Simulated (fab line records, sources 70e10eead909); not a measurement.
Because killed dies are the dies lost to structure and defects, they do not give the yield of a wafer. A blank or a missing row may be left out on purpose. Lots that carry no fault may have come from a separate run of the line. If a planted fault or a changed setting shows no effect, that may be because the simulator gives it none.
Matching of chambers	flow nandHarc	NHARC_P_M2_STRIP_18 on rieDiel-11: 4 sister chambers
The step strips in N2/H2. 30 wafers are shown with their chamber, then 12 later ones without.

== WAFERS, EACH WITH ITS CHAMBER ==
wafer	chamber	oesProductAu (a.u.)	rfVppV (V)	throttleValvePct (%)
L074.2	1	1.022	89.5	14.168
L074.3	3	0.991	92.4	14.174
L074.4	0	0.996	89.3	14.173
L076.1	0	1.001	91.0	14.162
L076.5	1	1.018	91.2	14.179
L076.6	2	1.005	91.0	14.158
L075.3	1	1.029	92.8	14.168
L075.4	0	1.001	89.1	14.169
L075.6	0	1.011	89.7	14.156
L077.1	3	0.999	91.6	14.175
L077.5	3	1.002	91.8	14.167
L077.6	0	1.003	89.5	14.184
L079.1	0	1.000	89.3	14.178
L079.2	3	0.999	91.7	14.177
L079.6	3	0.995	91.5	14.174
L081.1	2	1.014	88.9	14.166
L081.2	3	0.990	91.9	14.166
L081.6	0	0.993	90.5	14.174
L082.2	2	1.021	90.6	14.187
L082.3	1	1.015	90.6	14.164
L082.6	2	1.010	89.4	14.188
L084.1	0	0.988	88.5	14.161
L084.2	2	1.016	90.9	14.183
L084.5	2	1.021	88.0	14.171
L085.1	3	0.982	90.9	14.156
L085.4	0	1.009	89.7	14.176
L085.6	3	0.991	91.1	14.176
L086.1	1	1.015	91.5	14.164
L086.5	3	0.987	91.7	14.188
L086.6	0	1.005	90.4	14.158

SIGNATURES (means of the wafers above)
reading	chamber 0	chamber 1	chamber 2	chamber 3	scatter within a chamber
oesProductAu	1.00070	1.01980	1.01450	0.99289	0.00653
rfVppV	89.700	91.120	89.800	91.622	0.875
throttleValvePct	14.16910	14.16860	14.17550	14.17256	0.00949
Rule: for each reading, subtract the chamber's mean from the wafer's reading, divide by that reading's scatter and square the result; add these up over the readings and take the root, which gives the wafer's distance from the chamber. The wafer belongs to the nearest chamber; if the next one is less than 2 further off, it can't be placed. The scatter is the square root of a quotient: the sum, over the shown wafers, of each reading's squared deviation from its chamber's mean, divided by wafers minus chambers.

== WAFERS MISSING THEIR CHAMBER ==
wafer	oesProductAu (a.u.)	rfVppV (V)	throttleValvePct (%)
L087.1	0.997	91.8	14.166
L087.3	1.013	92.3	14.185
L087.4	1.014	91.0	14.190
L091.1	1.005	89.5	14.166
L091.3	0.998	90.6	14.159
L091.4	1.005	90.4	14.170
L092.4	1.004	90.4	14.169
L092.5	0.988	92.1	14.165
L092.6	1.008	89.7	14.153
L097.1	0.998	89.8	14.180
L097.2	0.996	90.6	14.170
L097.4	1.011	90.5	14.170

== THE CHAMBER EACH PASSED THROUGH ==
wafer	from the rows above	in truth
L087.1	can't be placed: 3 or 0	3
L087.3	can't be placed: 1 or 2 or 3 or 0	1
L087.4	can't be placed: 2 or 1 or 0 or 3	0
L091.1	can't be placed: 0 or 2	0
L091.3	can't be placed: 0 or 3 or 2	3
L091.4	can't be placed: 0 or 2 or 3 or 1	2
L092.4	can't be placed: 0 or 2 or 3 or 1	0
L092.5	3	3
L092.6	can't be placed: 0 or 2 or 1 or 3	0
L097.1	can't be placed: 0 or 3 or 2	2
L097.2	can't be placed: 0 or 3 or 2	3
L097.4	can't be placed: 2 or 1 or 0 or 3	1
1 of 12 placed correctly. Cannot be placed on the basis of these rows: 11; the candidates contain the true chamber in 11. 0 placed wrongly.
